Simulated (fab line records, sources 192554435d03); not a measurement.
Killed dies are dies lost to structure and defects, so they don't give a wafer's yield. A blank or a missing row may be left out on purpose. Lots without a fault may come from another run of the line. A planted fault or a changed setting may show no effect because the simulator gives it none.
A struck lot beside a sound one | flow n5_finfet | 30 steps out of a route of 1938
Sound: wafers L438.1, L438.4, L438.6. Struck: wafer L447.3. (L447.1, L447.6 of the same lot were not struck and are left out.) The cause comes at the end.
At each step with rows: each side's tool, then ch and its chambers, then its first start. Under that, the readings that differ: sound wafers | struck wafers | difference of the means | sigmas: that difference in standard deviations of wafers without a fault.
alike: readings whose means differ by less than 2 such deviations, and words and numbers that are the same on both sides. not compared: withheld readings, readings that some wafer has no value for, bounds like >300 that may hide the same value, and numbers for which the record gives no deviation and whose values overlap.
The two part at a step that has a row with sigmas, a row that says differs or no value, or rows on one side only. Numbers that don't overlap but have no deviation are shown without sigmas and don't part them. A reading that every wafer of one side lacks parts them only if that side has two wafers or more.

first, 1 step without rows for these wafers: N5_PASSIVATION_HARDBAKE_31 (time 120 s).
N5_PASSIVATION_CD_MEAS_30: target cd 4000 nm.
  sound on cd_sem-02 ch 0, day 15 00:35; struck on cd_sem-03 ch 0, day 17 15:50
  alike: cd_nm
N5_PASSIVATION_OVL_MEAS_63:
  sound on overlay-02 ch 0, day 15 00:37; struck on overlay-02 ch 0, day 17 15:52
  alike: PAD_OVL
N5_PASSIVATION_INSPECT_64: inspects for defects (macro).
  sound on defect_inspect-01, day 15 00:38; struck on defect_inspect-01, day 17 15:53
  reading          | sound | struck | difference | sigmas
  raw_defect_count | 4 0 7 | 0      | -4         | -2
N5_PASSIVATION_DESCUM_32: chemistry O2, time 7.9 s.
  sound on rie_diel-01 ch 0,1,3, day 15 00:43; struck on rie_diel-02 ch 2, day 17 15:55
  alike: drypump_motor_current_A, oes_product_au, rf_vpp_V, showerhead_plenum_p_Torr, throttle_valve_pct
  not compared: rf_hours_counter_h
then, 2 steps without rows for these wafers: N5_PASSIVATION_AL_ETCH_33 (etches Al in Cl2/BCl3, stops on TaN, target depth 2800 nm, time 466.7 s); N5_PASSIVATION_ETCH_59 (etches TaN in Cl2/BCl3, target depth 65 nm, time 34.9 s).
N5_PASSIVATION_STRIP_34: strips in O2.
  sound on rie_diel-01 ch 0,2,3, day 15 01:52; struck on rie_diel-02 ch 1, day 17 16:31
  reading      | sound       | struck | difference | sigmas
  rf_vpp_V (V) | 4.8 3.2 3.4 | 7.1    | +3.3       | +2
  alike: drypump_motor_current_A, oes_product_au, showerhead_plenum_p_Torr, throttle_valve_pct
  not compared: rf_hours_counter_h
then, 4 steps without rows for these wafers: N5_PASSIVATION_STRIP_51 (strips in post etch residue remover, time 1200 s); N5_PASSIVATION_CLEAN_69 (cleans in IPA, time 180 s); N5_PASSIVATION_SRD_70 (time 30 s); N5_PASSIVATION_PECVD_53 (deposits SiO2 from TEOS/O2, target thk 800 nm, time 169.4 s).
N5_PASSIVATION_PECVD_35: deposits SiNx from SiH4/NH3/N2, target thk 700 nm, time 151.3 s.
  sound on pecvd-02 ch 1,2, day 15 02:32; struck on pecvd-01 ch 1, day 17 17:08
  reading                                        | sound             | struck | difference | sigmas
  run_length_s (s)                               | 196.7 196.3 196.2 | 114.9  | -81.5      | -99 or more
  model.SiNx_of_PASSIVATION_PECVD_35.thk_nm (nm) | 689.8 709.8 696.8 | 313.4  | -385.4     |
  alike: heater_power_w, showerhead_plenum_p_Torr, throttle_valve_pct
then, 8 steps without rows for these wafers: N5_PASSIVATION_HMDS_37 (time 60 s); N5_PASSIVATION_COAT_38; N5_PASSIVATION_EBR_40; N5_PASSIVATION_SOFTBAKE_39 (time 120 s); N5_PASSIVATION_EXPOSE_41 (exposes mask PASS OPEN, defocus 0 nm, target cd 40000 nm); N5_PASSIVATION_PEB_42; N5_PASSIVATION_DEVELOP_43 (develop time 60 s); N5_PASSIVATION_HARDBAKE_45 (time 120 s).
N5_PASSIVATION_CD_MEAS_44: target cd 40000 nm.
  sound on cd_sem-01 ch 0, day 15 03:09; struck on cd_sem-01 ch 0, day 17 17:34
  alike: cd_nm
N5_PASSIVATION_OVL_MEAS_66:
  sound on overlay-01 ch 0, day 15 03:11; struck on overlay-02 ch 0, day 17 17:37
  alike: PASS_OPEN_OVL
N5_PASSIVATION_INSPECT_67: inspects for defects (macro).
  sound on defect_inspect-01, day 15 03:12; struck on defect_inspect-02, day 17 17:38
  alike: raw_defect_count
N5_PASSIVATION_DESCUM_46: chemistry O2, time 7.9 s.
  sound on rie_diel-06 ch 0,1,3, day 15 03:14; struck on rie_diel-02 ch 0, day 17 17:41
  alike: drypump_motor_current_A, oes_product_au, rf_vpp_V, showerhead_plenum_p_Torr, throttle_valve_pct
  not compared: rf_hours_counter_h
then, 1 step without rows for these wafers: N5_PASSIVATION_PASS_ETCH_47 (etches SiNx in CF4/O2, target depth 770 nm, time 385 s).
N5_PASSIVATION_ETCH_54: etches SiO2 in CHF3/O2, target depth 880 nm, time 440 s.
  sound on rie_diel-06 ch 0,1,3, day 15 03:30; struck on rie_diel-02 ch 0, day 17 17:56
  alike: drypump_motor_current_A, oes_o_777_au, oes_product_au, rf_vpp_V, showerhead_plenum_p_Torr, throttle_valve_pct
  not compared: rf_hours_counter_h
N5_PASSIVATION_STRIP_48: strips in O2.
  sound on rie_diel-06 ch 0,1,3, day 15 03:47; struck on rie_diel-02 ch 0, day 17 18:14
  alike: drypump_motor_current_A, oes_product_au, rf_vpp_V, showerhead_plenum_p_Torr, throttle_valve_pct
  not compared: rf_hours_counter_h
N5_PASSIVATION_STRIP_52: strips in post etch residue remover, time 1200 s.
  sound on wet_bench-05 ch 1,2,5, day 15 03:51; struck on wet_bench-05 ch 3, day 17 18:17
  reading                                        | sound             | struck | difference | sigmas
  model.SiNx_of_PASSIVATION_PECVD_35.thk_nm (nm) | 689.4 709.4 696.4 | 313.2  | -385.2     |
then, 1 step without rows for these wafers: N5_PASSIVATION_CLEAN_71 (cleans in IPA, time 180 s).

WHERE THEY PART
First at N5_PASSIVATION_INSPECT_64; last, within this record, at N5_PASSIVATION_PECVD_35. Later steps at which nothing parts them and some readings are alike: N5_PASSIVATION_CD_MEAS_44, N5_PASSIVATION_OVL_MEAS_66, N5_PASSIVATION_INSPECT_67, N5_PASSIVATION_DESCUM_46, N5_PASSIVATION_ETCH_54, N5_PASSIVATION_STRIP_48.

WHY: what the simulator had put in
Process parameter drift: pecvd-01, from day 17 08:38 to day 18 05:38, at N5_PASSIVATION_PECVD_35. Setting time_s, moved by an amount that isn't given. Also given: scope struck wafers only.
